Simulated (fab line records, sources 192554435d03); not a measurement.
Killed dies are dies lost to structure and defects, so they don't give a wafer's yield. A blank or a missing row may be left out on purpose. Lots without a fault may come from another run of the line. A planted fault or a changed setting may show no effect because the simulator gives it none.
Chamber matching | flow n5_finfet | N5_BEOL_M10_ETCH_65 on rie_diel-01: 4 sister chambers
The step etches SiARC in CF4, target depth 39 nm, time 65 s. 8 wafers are shown with their chamber, then 7 later ones without.

WAFERS WITH THEIR CHAMBER
wafer  | chamber | throttle_valve_pct (%) | showerhead_plenum_p_Torr (Torr)
L084.4 | 3       | 15.32                  | 2.10
L084.5 | 1       | 15.76                  | 2.23
L084.6 | 2       | 16.13                  | 2.11
L090.3 | 2       | 16.15                  | 2.11
L090.4 | 3       | 15.32                  | 2.10
L090.6 | 1       | 15.74                  | 2.22
L088.2 | 0       | 15.72                  | 2.06
L088.5 | 0       | 15.73                  | 2.06

WAFERS WITHOUT THEIR CHAMBER
wafer  | throttle_valve_pct (%) | showerhead_plenum_p_Torr (Torr)
L088.6 | 15.36                  | 2.10
L096.1 | 16.17                  | 2.11
L096.2 | 15.35                  | 2.09
L096.5 | 15.78                  | 2.22
L095.1 | 15.79                  | 2.22
L095.2 | 15.76                  | 2.05
L095.6 | 15.75                  | 2.05

WHICH CHAMBER EACH WENT THROUGH
wafer  | from the rows above | in truth
L088.6 | 3                   | 3
L096.1 | 2                   | 2
L096.2 | 3                   | 3
L096.5 | 1                   | 1
L095.1 | 1                   | 1
L095.2 | 0                   | 0
L095.6 | 0                   | 0
Placed correctly: 7 of 7. Can't be placed from these rows: 0. Placed wrongly: 0.
How it was worked out, from the rows above alone: a wafer's distance from a chamber is the root of the sum, over the readings, of the square of ((its reading less the chamber's mean) divided by the reading's scatter). The wafer belongs to the nearest chamber; if the next one is less than 2 further off, it can't be placed. A chamber's mean is the mean of its shown wafers. The scatter: the root of (the sum of the squares of (reading less its chamber's mean) over the shown wafers, divided by (wafers less chambers)).
